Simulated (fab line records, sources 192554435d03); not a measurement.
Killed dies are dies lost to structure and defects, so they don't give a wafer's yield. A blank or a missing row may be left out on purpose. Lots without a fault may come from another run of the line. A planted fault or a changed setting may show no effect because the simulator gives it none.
Which tool did it? | flow n5_finfet | 9 lots, 27 wafers sampled, at 4 steps of a route of 1938

WHAT THE GAUGES READ, wafer by wafer
N5_BEOL_M7_THK_MEAS_01.
lot  | measured     | on            | M7_ILD_THK (nm)
L077 | day 10 17:31 | film_metro-01 | 152.2 154.9 155.3
L080 | day 11 14:11 | film_metro-01 | 152.5 153.1 156.3
L082 | day 12 00:36 | film_metro-02 | 153.0 153.9 156.0
L084 | day 12 22:20 | film_metro-01 | 153.9 155.3 158.3
L087 | day 13 09:35 | film_metro-02 | 154.6 157.0 154.7
L091 | day 14 16:25 | film_metro-02 | 150.7 155.2 154.2
L088 | day 14 17:46 | film_metro-01 | 156.9 156.9 156.7
L094 | day 14 23:11 | film_metro-01 | 158.2 158.1 157.0
L095 | day 15 21:44 | film_metro-02 | 155.1 156.0 156.7

WHICH TOOL RAN EACH LOT (tool, then ch and the chambers of the sampled wafers, then the start)
lot  | N5_BEOL_M6_ETCH_72                 | N5_BEOL_M6_STRIP_36                | N5_BEOL_M6_STRIP_80
L077 | rie_diel-03 ch 0,1,3, day 10 14:15 | rie_diel-03 ch 0,1,3, day 10 14:27 | rie_diel-03 ch 0,1,3, day 10 17:31 or earlier
L080 | rie_diel-04 ch 0,2,3, day 11 10:19 | rie_diel-04 ch 0,2,3, day 11 10:31 | rie_diel-04 ch 0,2,3, day 11 14:11 or earlier
L082 | rie_diel-03 ch 1,3, day 11 19:41   | rie_diel-03 ch 1,3, day 11 19:53   | rie_diel-03 ch 1,3, day 12 00:36 or earlier
L084 | rie_diel-04 ch 0,1,3, day 12 17:45 | rie_diel-04 ch 0,1,3, day 12 17:56 | rie_diel-04 ch 0,1,3, day 12 22:20 or earlier
L087 | rie_diel-03 ch 0,1,3, day 13 04:12 | rie_diel-03 ch 0,1,3, day 13 04:24 | rie_diel-03 ch 0,1,3, day 13 09:35 or earlier
L091 | rie_diel-04 ch 2,3, day 14 11:28   | rie_diel-04 ch 2,3, day 14 11:39   | rie_diel-04 ch 2,3, day 14 16:25 or earlier
L088 | rie_diel-06 ch 0,1,3, day 14 14:17 | rie_diel-06 ch 0,1,3, day 14 14:29 | rie_diel-06 ch 0,1,3, day 14 17:46 or earlier
L094 | rie_diel-04 ch 0,1,3, day 14 19:34 | rie_diel-04 ch 0,1,3, day 14 19:46 | rie_diel-04 ch 0,1,3, day 14 23:11 or earlier
L095 | rie_diel-04 ch 0,1, day 15 17:15   | rie_diel-04 ch 0,1, day 15 17:27   | rie_diel-04 ch 0,1, day 15 21:44 or earlier
- N5_BEOL_M6_ETCH_72: etches underlayer in N2/H2, target depth 6.5 nm, time 5.2 s.
- N5_BEOL_M6_STRIP_36: strips in N2/H2.
- N5_BEOL_M6_STRIP_80: strips in N2/H2, time 10 s.

THE ANSWER, worked out from the rows above alone
Rule: what is usual is taken from the lots themselves. Put in order of their means at a reading, lots are off if they are a third of the lots or fewer, leave a main group of 4 or more, and stand apart from it by a gap of 3 or more times the standard deviation of the main group's means; of several such gaps the widest counts. A main group whose means are all the same, to the digits that the tables above print for the reading, isn't used. A lot without any number at a reading at which 4 lots or more have one is off too. The other lots that the step has rows for count as sound.
No lot is off at any reading shown: from this, nothing can be told.

WHAT THE SIMULATOR HAD PUT IN
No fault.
